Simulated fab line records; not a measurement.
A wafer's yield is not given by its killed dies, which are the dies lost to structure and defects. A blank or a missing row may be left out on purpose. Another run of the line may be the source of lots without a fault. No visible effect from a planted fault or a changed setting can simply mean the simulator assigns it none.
fab line records + flow n5-finfet
record:
- lots: 7
- wafers: 21
- last-day: 17
route steps=1938 shown BEOL_M0_SAQP@634
lots that met no fault: taken from a fault-free run of the same line
start-h: start of the lot's first displayed wafer, in hours after the record's first day + wait-h: hours since the lot's step before + " unchanged from the row above + L1.1+2: a single row standing in for several wafers + - no value present, or no start provided + * or withheld: withheld + < > ~ a bound
route shown NAME@n: NAME is a module with steps in the file, n the number in the route of the first one + usual: mean/standard deviation of fault-free wafers + same: alike in all rows + chamber/n: place in a boat + sites: per-site readings + _std_site: the values' standard deviation + _edge_site: outer sites' mean less inner sites' + radius-mm: for every site, how far away it sits from the centre of the wafer + mask NAME#n: copy n + behind: the tool/chamber that last shaped the wafer + hold: why the lot went on hold/how many hours it stayed there/how the hold came to an end + device: transistor that didn't switch, given as n, p or np + end of line: at the end of the route, the tests of the same wafers + for a step that has no rows: nothing shown but its recipe + killed: dies lost to structure and defects at the first sort, not the wafer's yield + map: dies across one wafer; x = killed, . = not, _ = none there
set.NAME: the setting as run; set.NAME@STEP: as run at that earlier step + model.NAME: the simulator's own value behind a step, which no gauge read
lots seen at some steps along the route; tables by step, rows by wafer
services: from which hour (start-h, from the record's first day; less than 0 if before it) a tool's chamber was out of use, for how many hours, and why
== steps ==
step: N5_BEOL_M0_SAQP_HM_DEP_02
recipe:
- material: TiN
- target-thk-a: 120
- temp-c: 25
- chamber-pressure-pa: 0.49996
usual:
- throttle-valve-pct: 29.9/1.1
| lot.wafer | tool           | chamber | start-h | wait-h | throttle-valve-pct |
|-----------|----------------|---------|---------|--------|--------------------|
| L581.2    | pvd-sputter-02 | -       | 135.21  | 0.6    | 29.4               |
| L581.3    | "              | -       | "       | "      | 29.8               |
| L581.4    | "              | -       | "       | "      | 30.5               |
| L584.1    | pvd-sputter-03 | -       | 147.94  | 2.2    | 29.3               |
| L584.4    | "              | -       | "       | "      | 27.7               |
| L584.5    | "              | -       | "       | "      | 30.2               |
| L583.1    | pvd-sputter-03 | -       | 154.29  | 0.4    | 30.2               |
| L583.2    | "              | -       | "       | "      | 27.7               |
| L583.6    | "              | -       | "       | "      | 29.0               |
| L585.1    | pvd-sputter-01 | -       | 159.47  | 1.4    | 30.5               |
| L585.2    | "              | -       | "       | "      | 28.1               |
| L585.4    | "              | -       | "       | "      | 30.5               |
| L591.1    | pvd-sputter-03 | -       | 189.14  | 0.0    | 30.2               |
| L591.2    | "              | -       | "       | "      | 29.7               |
| L591.3    | "              | -       | "       | "      | 27.4               |
| L593.1    | pvd-sputter-03 | -       | 202.80  | 1.0    | 27.6               |
| L593.2    | "              | -       | "       | "      | 28.8               |
| L593.3    | "              | -       | "       | "      | 29.8               |
| L600.1    | pvd-sputter-01 | -       | 247.52  | 1.0    | 28.0               |
| L600.2    | "              | -       | "       | "      | 31.9               |
| L600.6    | "              | -       | "       | "      | 32.0               |
step: N5_BEOL_M0_SAQP_PECVD_03
recipe:
- material: SiCN
- target-thk-a: 120
- temp-c: withheld
- precursor: 3MS/NH3
- pressure-torr: 3
- rf-w: 202
- time-s: 21.1
usual:
- showerhead-plenum-p-Torr: 3.665/0.015
- throttle-valve-pct: 9.0/0.68
| lot.wafer | tool     | chamber | start-h | wait-h | showerhead-plenum-p-Torr | throttle-valve-pct |
|-----------|----------|---------|---------|--------|--------------------------|--------------------|
| L581.2    | pecvd-02 | 1       | 135.34  | 0.1    | 3.697                    | 10.5               |
| L581.3    | "        | 0       | "       | "      | 3.663                    | 8.2                |
| L581.4    | "        | 0       | "       | "      | 3.669                    | 8.3                |
| L584.1    | pecvd-03 | 2       | 148.06  | 0.1    | 3.650                    | 8.1                |
| L584.4    | "        | 2       | "       | "      | 3.654                    | 8.4                |
| L584.5    | "        | 1       | "       | "      | 3.639                    | 8.2                |
| L583.1    | pecvd-04 | 2       | 154.41  | 0.1    | 3.675                    | 8.9                |
| L583.2    | "        | 1       | "       | "      | 3.670                    | 9.0                |
| L583.6    | "        | 1       | "       | "      | 3.674                    | 8.8                |
| L585.1    | pecvd-04 | 2       | 159.59  | 0.1    | 3.665                    | 9.0                |
| L585.2    | "        | 1       | "       | "      | 3.664                    | 8.9                |
| L585.4    | "        | 1       | "       | "      | 3.673                    | 8.8                |
| L591.1    | pecvd-04 | 2       | 189.26  | 0.1    | 3.669                    | 8.7                |
| L591.2    | "        | 0       | "       | "      | 3.657                    | 8.1                |
| L591.3    | "        | 2       | "       | "      | 3.675                    | 9.0                |
| L593.1    | pecvd-04 | 2       | 202.92  | 0.1    | 3.687                    | 9.2                |
| L593.2    | "        | 0       | "       | "      | 3.663                    | 8.6                |
| L593.3    | "        | 1       | "       | "      | 3.671                    | 8.9                |
| L600.1    | pecvd-04 | 2       | 247.64  | 0.1    | 3.673                    | 8.8                |
| L600.2    | "        | 1       | "       | "      | 3.689                    | 9.0                |
| L600.6    | "        | 2       | "       | "      | 3.653                    | 8.7                |
step: N5_BEOL_M0_SAQP_PECVD_96
recipe:
- material: a-Si
- target-thk-a: 450
- temp-c: 350
- precursor: SiH4/He
- pressure-torr: 3
- rf-w: 100
- time-s: 45.2
step: N5_BEOL_M0_SAQP_PECVD_97
recipe:
- material: SiNx
- target-thk-a: 230
- temp-c: 350
- precursor: SiH4/NH3/N2
- pressure-torr: 1.5
- rf-w: 300
- time-s: 19.9
usual:
- heater-power-w: 493/52
- showerhead-plenum-p-Torr: 5.14/0.077
- throttle-valve-pct: 39.5/2.9
| lot.wafer | tool     | chamber | start-h | wait-h | heater-power-w | showerhead-plenum-p-Torr | throttle-valve-pct |
|-----------|----------|---------|---------|--------|----------------|--------------------------|--------------------|
| L581.2    | pecvd-02 | 1       | 135.41  | 0.0    | 485            | 5.29                     | 45.5               |
| L581.3    | "        | 0       | "       | "      | 522            | 5.15                     | 36.9               |
| L581.4    | "        | 0       | "       | "      | 523            | 5.16                     | 36.9               |
| L584.1    | pecvd-03 | 2       | 148.14  | 0.0    | 533            | 5.08                     | 36.8               |
| L584.4    | "        | 2       | "       | "      | 522            | 5.08                     | 36.6               |
| L584.5    | "        | 1       | "       | "      | 525            | 5.01                     | 36.2               |
| L583.1    | pecvd-04 | 2       | 154.53  | 0.0    | 420            | 5.16                     | 39.5               |
| L583.2    | "        | 1       | "       | "      | 517            | 5.18                     | 39.7               |
| L583.6    | "        | 1       | "       | "      | 519            | 5.18                     | 39.8               |
| L585.1    | pecvd-04 | 2       | 159.66  | 0.0    | 485            | 5.17                     | 39.4               |
| L585.2    | "        | 1       | "       | "      | 544            | 5.19                     | 39.9               |
| L585.4    | "        | 1       | "       | "      | 542            | 5.19                     | 39.7               |
| L591.1    | pecvd-04 | 2       | 189.37  | 0.0    | 450            | 5.18                     | 39.8               |
| L591.2    | "        | 0       | "       | "      | 509            | 5.07                     | 37.4               |
| L591.3    | "        | 2       | "       | "      | 450            | 5.15                     | 39.5               |
| L593.1    | pecvd-04 | 2       | 203.00  | 0.0    | 466            | 5.15                     | 39.6               |
| L593.2    | "        | 0       | "       | "      | 531            | 5.07                     | 37.5               |
| L593.3    | "        | 1       | "       | "      | 548            | 5.19                     | 40.2               |
| L600.1    | pecvd-04 | 2       | 247.75  | 0.0    | 426            | 5.16                     | 39.5               |
| L600.2    | "        | 1       | "       | "      | 567            | 5.18                     | 39.8               |
| L600.6    | "        | 2       | "       | "      | 420            | 5.17                     | 39.9               |
step: N5_BEOL_M0_SAQP_PECVD_04
recipe:
- material: a-Si
- target-thk-a: 600
- temp-c: 350
- precursor: SiH4/He
- pressure-torr: 3
- rf-w: 100
- time-s: 60.2
usual:
- heater-power-w: 568/48
- showerhead-plenum-p-Torr: 5.67/0.057
- throttle-valve-pct: 18.0/1.3
| lot.wafer | tool     | chamber | start-h | wait-h | heater-power-w | showerhead-plenum-p-Torr | throttle-valve-pct |
|-----------|----------|---------|---------|--------|----------------|--------------------------|--------------------|
| L581.2    | pecvd-02 | 1       | 135.45  | 0.0    | 521            | 5.77                     | 20.8               |
| L581.3    | "        | 0       | "       | "      | 578            | 5.68                     | 17.0               |
| L581.4    | "        | 0       | "       | "      | 593            | 5.69                     | 17.1               |
| L584.1    | pecvd-03 | 2       | 148.18  | 0.0    | 597            | 5.61                     | 16.6               |
| L584.4    | "        | 2       | "       | "      | 611            | 5.61                     | 16.8               |
| L584.5    | "        | 1       | "       | "      | 530            | 5.56                     | 16.4               |
| L583.1    | pecvd-04 | 2       | 154.58  | 0.0    | 520            | 5.69                     | 17.8               |
| L583.2    | "        | 1       | "       | "      | 614            | 5.69                     | 17.7               |
| L583.6    | "        | 1       | "       | "      | 624            | 5.71                     | 18.2               |
| L585.1    | pecvd-04 | 2       | 159.70  | 0.0    | 478            | 5.68                     | 17.9               |
| L585.2    | "        | 1       | "       | "      | 556            | 5.71                     | 18.0               |
| L585.4    | "        | 1       | "       | "      | 577            | 5.71                     | 18.3               |
| L591.1    | pecvd-04 | 2       | 189.43  | 0.0    | 533            | 5.69                     | 18.2               |
| L591.2    | "        | 0       | "       | "      | 556            | 5.63                     | 17.3               |
| L591.3    | "        | 2       | "       | "      | 534            | 5.69                     | 18.1               |
| L593.1    | pecvd-04 | 2       | 203.03  | 0.0    | 532            | 5.69                     | 18.3               |
| L593.2    | "        | 0       | "       | "      | 607            | 5.63                     | 17.2               |
| L593.3    | "        | 1       | "       | "      | 636            | 5.70                     | 18.3               |
| L600.1    | pecvd-04 | 2       | 247.81  | 0.0    | 528            | 5.69                     | 17.9               |
| L600.2    | "        | 1       | "       | "      | 598            | 5.69                     | 18.1               |
| L600.6    | "        | 2       | "       | "      | 543            | 5.69                     | 18.0               |
step: N5_BEOL_M0_SAQP_THK_MEAS_05
usual:
- thk-nm: 60.3/1
| lot.wafer | tool          | chamber | start-h | wait-h | thk-nm |
|-----------|---------------|---------|---------|--------|--------|
| L581.2    | film-metro-02 | -       | 135.55  | 0.1    | 59.1   |
| L581.3    | "             | -       | "       | "      | 59.9   |
| L581.4    | "             | -       | "       | "      | 61.3   |
| L584.1    | film-metro-02 | -       | 148.27  | 0.1    | 58.8   |
| L584.4    | "             | -       | "       | "      | 59.4   |
| L584.5    | "             | -       | "       | "      | 61.5   |
| L583.1    | film-metro-02 | -       | 154.71  | 0.1    | 60.3   |
| L583.2    | "             | -       | "       | "      | 60.8   |
| L583.6    | "             | -       | "       | "      | 61.4   |
| L585.1    | film-metro-01 | -       | 159.80  | 0.1    | 59.2   |
| L585.2    | "             | -       | "       | "      | 59.9   |
| L585.4    | "             | -       | "       | "      | 61.5   |
| L591.1    | film-metro-02 | -       | 189.56  | 0.1    | 59.4   |
| L591.2    | "             | -       | "       | "      | 59.7   |
| L591.3    | "             | -       | "       | "      | 60.5   |
| L593.1    | film-metro-02 | -       | 203.13  | 0.1    | 59.4   |
| L593.2    | "             | -       | "       | "      | 59.6   |
| L593.3    | "             | -       | "       | "      | 60.1   |
| L600.1    | film-metro-01 | -       | 247.94  | 0.1    | 58.9   |
| L600.2    | "             | -       | "       | "      | 59.7   |
| L600.6    | "             | -       | "       | "      | 60.9   |
step: N5_BEOL_M0_SAQP_HM_DEP_111
recipe:
- material: SiO2
- target-thk-a: 120
- temp-c: 400
- precursor: SiH4/N2O
- pressure-torr: 0.75
- rf-w: 275
- time-s: 7.2
usual:
- heater-power-w: 697/71
- showerhead-plenum-p-Torr: 8.15/0.18
| lot.wafer | tool     | chamber | start-h | wait-h | heater-power-w | showerhead-plenum-p-Torr |
|-----------|----------|---------|---------|--------|----------------|--------------------------|
| L581.2    | pecvd-04 | 1       | 135.58  | 0.0    | 765            | 8.24                     |
| L581.3    | "        | 2       | "       | "      | 567            | 8.20                     |
| L581.4    | "        | 0       | "       | "      | 709            | 8.03                     |
| L584.1    | pecvd-04 | 2       | 148.31  | 0.0    | 655            | 8.20                     |
| L584.4    | "        | 2       | "       | "      | 669            | 8.23                     |
| L584.5    | "        | 1       | "       | "      | 808            | 8.26                     |
| L583.1    | pecvd-03 | 2       | 154.75  | 0.0    | 733            | 7.98                     |
| L583.2    | "        | 0       | "       | "      | 567            | 8.35                     |
| L583.6    | "        | 0       | "       | "      | 563            | 8.32                     |
| L585.1    | pecvd-03 | 1       | 159.83  | 0.0    | 741            | 7.85                     |
| L585.2    | "        | 0       | "       | "      | 634            | 8.34                     |
| L585.4    | "        | 2       | "       | "      | 755            | 8.00                     |
| L591.1    | pecvd-03 | 2       | 189.59  | 0.0    | 669            | 8.00                     |
| L591.2    | "        | 0       | "       | "      | 628            | 8.34                     |
| L591.3    | "        | 2       | "       | "      | 666            | 8.01                     |
| L593.1    | pecvd-03 | 1       | 203.17  | 0.0    | 709            | 7.87                     |
| L593.2    | "        | 2       | "       | "      | 740            | 8.00                     |
| L593.3    | "        | 0       | "       | "      | 632            | 8.33                     |
| L600.1    | pecvd-02 | 2       | 247.97  | 0.0    | 788            | 7.96                     |
| L600.2    | "        | 1       | "       | "      | 660            | 8.43                     |
| L600.6    | "        | 1       | "       | "      | 674            | 8.44                     |
step: N5_BEOL_M0_SAQP_COAT_81
recipe:
- resist: SOC
- temp-c: 250
- time-s: 60
- spin-rpm: 1500
- resist-thk-nm: 100
step: N5_BEOL_M0_SAQP_COAT_82
recipe:
- resist: SiARC
- temp-c: 220
- time-s: 60
- spin-rpm: 1500
- resist-thk-nm: 30
step: N5_BEOL_M0_SAQP_COAT_08
recipe:
- resist: CAR-ArF
- spin-rpm: 1500
- resist-thk-nm: 90
step: N5_BEOL_M0_SAQP_EBR_10
recipe:
- solvent: PGMEA
- ebr-width-mm: 1.5
step: N5_BEOL_M0_SAQP_SOFTBAKE_09
recipe:
- temp-c: 110
- time-s: 60
- resist: CAR-ArF
step: N5_BEOL_M0_SAQP_EXPOSE_11
recipe:
- mask-id: M0_CORE
- na: 1.35
- source-shape: dipole
- sigma-inner: 0.538
- sigma-outer: 0.738
- polarization: te
- target-cd-nm: 42
- dose-mj: 55
usual:
- dipole-opening-deg: 40/0
- exposure-dose-mJ-cm2: 54.97/0.057
- na: 1.35/0
- sigma-outer: 0.738/0
| lot.wafer | tool            | chamber | start-h | wait-h | mask      | dipole-opening-deg | exposure-dose-mJ-cm2 | na   | sigma-outer |
|-----------|-----------------|---------|---------|--------|-----------|--------------------|----------------------|------|-------------|
| L581.2    | arfi-scanner-03 | 0       | 135.78  | -      | M0_CORE#0 | 40                 | 54.97                | 1.35 | 0.738       |
| L581.3    | "               | 0       | "       | "      | M0_CORE#0 | 40                 | 54.95                | 1.35 | 0.738       |
| L581.4    | "               | 0       | "       | "      | M0_CORE#0 | 40                 | 54.90                | 1.35 | 0.738       |
| L584.1    | arfi-scanner-02 | -       | 148.53  | -      | M0_CORE#0 | -                  | -                    | -    | -           |
| L584.4    | "               | -       | "       | "      | M0_CORE#0 | -                  | -                    | -    | -           |
| L584.5    | "               | -       | "       | "      | M0_CORE#0 | -                  | -                    | -    | -           |
| L583.1    | arfi-scanner-02 | -       | 154.94  | -      | M0_CORE#0 | -                  | -                    | -    | -           |
| L583.2    | "               | -       | "       | "      | M0_CORE#0 | -                  | -                    | -    | -           |
| L583.6    | "               | -       | "       | "      | M0_CORE#0 | -                  | -                    | -    | -           |
| L585.1    | arfi-scanner-03 | -       | 160.15  | -      | M0_CORE#0 | -                  | -                    | -    | -           |
| L585.2    | "               | -       | "       | "      | M0_CORE#0 | -                  | -                    | -    | -           |
| L585.4    | "               | -       | "       | "      | M0_CORE#0 | -                  | -                    | -    | -           |
| L591.1    | arfi-scanner-03 | 0       | 189.81  | -      | M0_CORE#0 | 40                 | 55.01                | 1.35 | 0.738       |
| L591.2    | "               | 0       | "       | "      | M0_CORE#0 | 40                 | 54.97                | 1.35 | 0.738       |
| L591.3    | "               | 0       | "       | "      | M0_CORE#0 | 40                 | 55.04                | 1.35 | 0.738       |
| L593.1    | arfi-scanner-03 | 0       | 203.36  | -      | M0_CORE#0 | 40                 | 55.01                | 1.35 | 0.738       |
| L593.2    | "               | 0       | "       | "      | M0_CORE#0 | 40                 | 54.99                | 1.35 | 0.738       |
| L593.3    | "               | 0       | "       | "      | M0_CORE#0 | 40                 | 55.01                | 1.35 | 0.738       |
| L600.1    | arfi-scanner-01 | 0       | 248.30  | -      | M0_CORE#0 | 40                 | 54.96                | 1.35 | 0.738       |
| L600.2    | "               | 0       | "       | "      | M0_CORE#0 | 40                 | 54.88                | 1.35 | 0.738       |
| L600.6    | "               | 0       | "       | "      | M0_CORE#0 | 40                 | 54.89                | 1.35 | 0.738       |
step: N5_BEOL_M0_SAQP_PEB_12
recipe:
- peb-temp-c: withheld
- peb-time-s: 60
- resist: CAR-ArF
== services ==
| tool            | chamber | start-h | hours | kind   |
|-----------------|---------|---------|-------|--------|
| arfi-scanner-02 | -       | 116.24  | 1.0   | pm     |
| pecvd-03        | 2       | 116.78  | 12.4  | repair |
| arfi-scanner-02 | -       | 117.24  | 4.9   | pm     |
| arfi-scanner-03 | -       | 127.10  | 5.3   | repair |
| arfi-scanner-02 | -       | 129.96  | 1.2   | repair |
| arfi-scanner-02 | -       | 132.80  | 1.3   | pm     |
| arfi-scanner-03 | -       | 137.90  | 1.3   | pm     |
| pecvd-04        | 0       | 142.65  | 15.8  | repair |
| arfi-scanner-03 | -       | 151.07  | 4.9   | pm     |
| pecvd-02        | -       | 156.71  | 0.9   | repair |
| pvd-sputter-01  | -       | 166.67  | 1.7   | repair |
| arfi-scanner-03 | -       | 169.38  | 0.8   | pm     |
| pecvd-03        | -       | 174.60  | 0.8   | pm     |
| arfi-scanner-02 | -       | 175.61  | 1.5   | pm     |
| pecvd-03        | -       | 182.50  | 5.7   | repair |
| arfi-scanner-03 | -       | 183.49  | 3.9   | pm     |
| pecvd-04        | 1       | 186.97  | 5.1   | repair |
| arfi-scanner-03 | -       | 193.25  | 1.0   | pm     |
| pecvd-03        | 2       | 209.27  | 11.5  | repair |
| pecvd-03        | 1       | 212.26  | 4.4   | repair |
| pecvd-04        | -       | 216.52  | 1.1   | repair |
| pecvd-04        | 0       | 230.12  | 17.9  | repair |
| arfi-scanner-03 | -       | 240.59  | 2.0   | repair |
| pecvd-03        | 1       | 244.59  | 14.5  | repair |
== key ==
first-sign:
- step: N5_BEOL_M0_SAQP_EXPOSE_11
- reading: tool-record
- direction: missing
effect none on later readings
met-at N5_BEOL_M0_SAQP_EXPOSE_11
struck-wafers L583.1,L583.2,L583.6,L584.1,L584.4,L584.5,L585.1,L585.2,L585.4
later-rows-left-out L583.1,L583.2,L583.6,L584.1,L584.4,L584.5,L585.1,L585.2,L585.4
sort-left-out L583.1,L583.2,L583.6,L584.1,L584.4,L584.5,L585.1,L585.2,L585.4
onset-between 135.78 148.53
fault:
- kind: skipped-step-whole
- tool: arfi-scanner-02,arfi-scanner-03
- chamber: -
- onset-h: 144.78
- steps: N5_BEOL_M0_SAQP_EXPOSE_11
- scope: struck-lots-only
sort-left-out: the simulated sort isn't trusted on such a fault, so these wafers' sort isn't shown, and their yield isn't known
later-rows-left-out: the simulator's readings of these wafers behind a module that went badly wrong aren't trusted and aren't shown, but for the sort
